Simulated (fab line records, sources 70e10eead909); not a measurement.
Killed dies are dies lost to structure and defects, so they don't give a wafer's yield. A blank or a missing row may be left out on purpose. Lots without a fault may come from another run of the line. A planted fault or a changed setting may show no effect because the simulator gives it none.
Chamber matching | flow nand_harc | NHARC_P_STI_CMP_21 on cmp-01: 4 sister chambers
The step polishes, t overpolish 20 s, target thk 380.67 nm. 4 wafers are shown with their chamber, then 8 later ones without.

WAFERS WITH THEIR CHAMBER
wafer  | chamber | motor_current_A (A)
L085.4 | 1       | 11.3
L086.2 | 0       | 13.7
L086.5 | 3       | 12.7
L089.1 | 2       | 11.0

WAFERS WITHOUT THEIR CHAMBER
wafer  | motor_current_A (A)
L089.2 | 13.7
L089.5 | 11.5
L090.2 | 12.4
L090.5 | 13.2
L090.6 | 11.0
L096.2 | 13.7
L096.3 | 13.1
L096.6 | 11.0

WHICH CHAMBER EACH WENT THROUGH
wafer  | from the rows above     | in truth
L089.2 | 0                       | 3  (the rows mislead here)
L089.5 | can't be placed: 1 or 2 | 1
L090.2 | 3                       | 3
L090.5 | can't be placed: 0 or 3 | 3
L090.6 | can't be placed: 2 or 1 | 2
L096.2 | 0                       | 0
L096.3 | can't be placed: 3 or 0 | 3
L096.6 | can't be placed: 2 or 1 | 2
Placed correctly: 2 of 8. Can't be placed from these rows: 5 (the true chamber is among the candidates in 5). Placed wrongly: 1.
How it was worked out, from the rows above alone: a wafer's distance from a chamber is the root of the sum, over the readings, of the square of ((its reading less the chamber's mean) divided by the reading's scatter). The wafer belongs to the nearest chamber; if the next one is less than 2 further off, it can't be placed. A chamber's mean is the mean of its shown wafers. The scatter: with one shown wafer a chamber, the root of the mean of the squares of how far each hidden wafer lies from its nearest shown one.
